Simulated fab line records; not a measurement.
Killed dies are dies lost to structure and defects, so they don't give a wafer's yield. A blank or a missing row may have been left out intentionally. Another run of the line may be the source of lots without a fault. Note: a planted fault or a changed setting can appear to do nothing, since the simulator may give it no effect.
A lot that was struck, set against a sound lot :: flow nandHarc :: 18 steps out of a route of 1302
Sound: the wafers L317.4, L317.5, L317.6. Struck: wafer L324.2 (left out: L324.3, L324.5 of the same lot, which were not struck); the cause appears at the end.
Order at every step that has rows: each side's tool, ch and its chambers, its first start. Under that, the readings that differ: sound wafers :: struck wafers :: difference of the means :: sigmas: that difference in standard deviations of wafers without a fault.
alike: same words and numbers on both sides, and readings whose means sit less than 2 such deviations apart. not compared: any withheld reading, any reading some wafer has no value for, any bound like >300 that may hide the same value, and any number with overlapping values for which the record gives no deviation.
A row with sigmas, a row that says differs or no value, or rows on one side alone: a step with any of these is where the two part. When numbers do not overlap yet have no deviation, they are printed without sigmas and do not part them. A reading that every wafer of one side lacks parts them only if that side has two wafers or more.

NHARC_A_SGD_CUT_CD_MEAS_09: target cd 100 nm.
  sound on cdSem-02 ch 0, day 20 21:45; struck on cdSem-01 ch 0, day 24 03:56
  alike: cdNm
NHARC_A_SGD_CUT_OVL_MEAS_10:
  sound on overlay-01 at day 20 21:50; struck on overlay-01 at day 24 04:02
  alike: overlayXNm, overlayYNm
NHARC_A_SGD_CUT_INSPECT_11:
  sound on defectInspect-02 at day 20 21:52; struck on defectInspect-01 at day 24 04:04
  alike: rawDefectCount
NHARC_A_SGD_CUT_DESCUM_14: chemistry O2, time 3 s.
  sound on rieDiel-05 ch 0,1,2, day 20 21:57; struck on rieDiel-01 ch 1, day 24 04:07
reading: drypumpMotorCurrentA (A)
sound: 6.1 5.3 5.2
struck: 6.7
difference: +1.2
sigmas: +3
  alike: oesProductAu, rfVppV, showerheadPlenumPTorr, throttleValvePct
  not compared: rfHoursCounterH
NHARC_A_SGD_CUT_ETCH_58: etches the open film in CF4, target depth 39 nm, time 65 s.
  sound on rieDiel-05 ch 1,2,3, day 20 22:02; struck on rieDiel-01 ch 1, day 24 04:14
reading: drypumpMotorCurrentA (A)
sound: 5.3 5.2 5.3
struck: 6.6
difference: +1.3
sigmas: +3
  alike: oesProductAu, rfVppV, showerheadPlenumPTorr, throttleValvePct
  not compared: rfHoursCounterH
NHARC_A_SGD_CUT_ETCH_59: etches the open film in N2/H2, target depth 260 nm, time 406.25 s.
  sound: rieDiel-05 ch 2,3; struck: rieDiel-01 ch 1
reading: drypumpMotorCurrentA (A)
sound: 5.3 5.2 5.3
struck: 6.7
difference: +1.4
sigmas: +3
  alike: oesProductAu, rfVppV, showerheadPlenumPTorr, throttleValvePct
  not compared: rfHoursCounterH
NHARC_A_SGD_CUT_ETCH_15: etches the open film in CH3F/O2, target depth 75 nm, time 64.3 s.
  sound: rieDiel-05 ch 2,3; struck: rieDiel-01 ch 1
reading: drypumpMotorCurrentA (A)
sound: 5.3 5.3 5.2
struck: 6.6
difference: +1.3
sigmas: +3
  alike: oesProductAu, rfVppV, showerheadPlenumPTorr, throttleValvePct
  not compared: rfHoursCounterH
then, 5 steps without rows for these wafers: NHARC_A_SGD_CUT_ETCH_16 (etches the open film in C4F8/O2/Ar, target depth 310.5 nm, time 155.2 s); NHARC_A_SGD_CUT_STRIP_60 (strips in C4F8/O2/Ar); NHARC_A_SGD_CUT_STRIP_17 (strips in O2); NHARC_A_SGD_CUT_PRECLEAN_18 (cleans in SC1); NHARC_A_SGD_CUT_SRD_19.
NHARC_A_SGD_CUT_DEP_20: deposits SiO2, target thk 150 nm.
  sound on fcvd-02 ch 0,1, day 20 23:06; struck on fcvd-02 ch 0, day 24 05:24
then, 1 step without rows for these wafers: NHARC_A_SGD_CUT_ANNEAL_27 (time 1800 s).
NHARC_A_SGD_CUT_CMP_21: polishes, target thk 148.19 nm.
  sound on cmp-04 ch 0,1,3, day 21 03:46; struck on cmp-02 ch 1, day 24 09:38
  alike: motorCurrentA, timeToEndpointS
NHARC_A_SGD_CUT_THK_MEAS_22: measures by ellipsometry.
  sound on filmMetro-01 at day 21 03:56; struck on filmMetro-02 at day 24 09:53
reading: thkNm (nm)
sound: 148.4 150.2 147.3
struck: 142.2
difference: -6.4
sigmas: -5
after that, 1 step had no rows for these wafers: NHARC_A_SGD_CUT_SRD_23.
NHARC_END_SORT_01:
  the record has rows for the sound wafers here (prober-01 ch 0, day 26 01:41) and none for the struck ones

WHERE THEY PART
Earliest at NHARC_A_SGD_CUT_DESCUM_14; latest, in this record, at NHARC_END_SORT_01.

WHY: the cause the simulator had injected
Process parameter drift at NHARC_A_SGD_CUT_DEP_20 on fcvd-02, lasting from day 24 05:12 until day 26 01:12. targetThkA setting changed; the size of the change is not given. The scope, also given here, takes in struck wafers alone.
